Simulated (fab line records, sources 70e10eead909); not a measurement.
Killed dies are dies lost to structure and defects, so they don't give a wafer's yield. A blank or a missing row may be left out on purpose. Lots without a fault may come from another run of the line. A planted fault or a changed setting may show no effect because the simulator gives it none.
Chamber matching | flow nand_harc | NHARC_P_GATE_DESCUM_93 on rie_diel-10: 4 sister chambers
The step chemistry O2, time 3 s. 4 wafers are shown with their chamber, then 8 later ones without.

WAFERS WITH THEIR CHAMBER
wafer  | chamber | showerhead_plenum_p_Torr (Torr)
L461.2 | 1       | 1.78
L461.3 | 2       | 2.04
L461.6 | 0       | 1.90
L465.1 | 3       | 1.88

WAFERS WITHOUT THEIR CHAMBER
wafer  | showerhead_plenum_p_Torr (Torr)
L465.4 | 1.90
L465.5 | 2.04
L468.1 | 2.04
L468.3 | 1.90
L468.4 | 1.88
L475.1 | 1.89
L475.2 | 2.03
L475.3 | 1.88

WHICH CHAMBER EACH WENT THROUGH
wafer  | from the rows above     | in truth
L465.4 | 0                       | 0
L465.5 | 2                       | 2
L468.1 | 2                       | 2
L468.3 | 0                       | 0
L468.4 | 3                       | 3
L475.1 | can't be placed: 0 or 3 | 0
L475.2 | 2                       | 2
L475.3 | 3                       | 3
Placed correctly: 7 of 8. Can't be placed from these rows: 1 (the true chamber is among the candidates in 1). Placed wrongly: 0.
How it was worked out, from the rows above alone: a wafer's distance from a chamber is the root of the sum, over the readings, of the square of ((its reading less the chamber's mean) divided by the reading's scatter). The wafer belongs to the nearest chamber; if the next one is less than 2 further off, it can't be placed. A chamber's mean is the mean of its shown wafers. The scatter: with one shown wafer a chamber, the root of the mean of the squares of how far each hidden wafer lies from its nearest shown one.
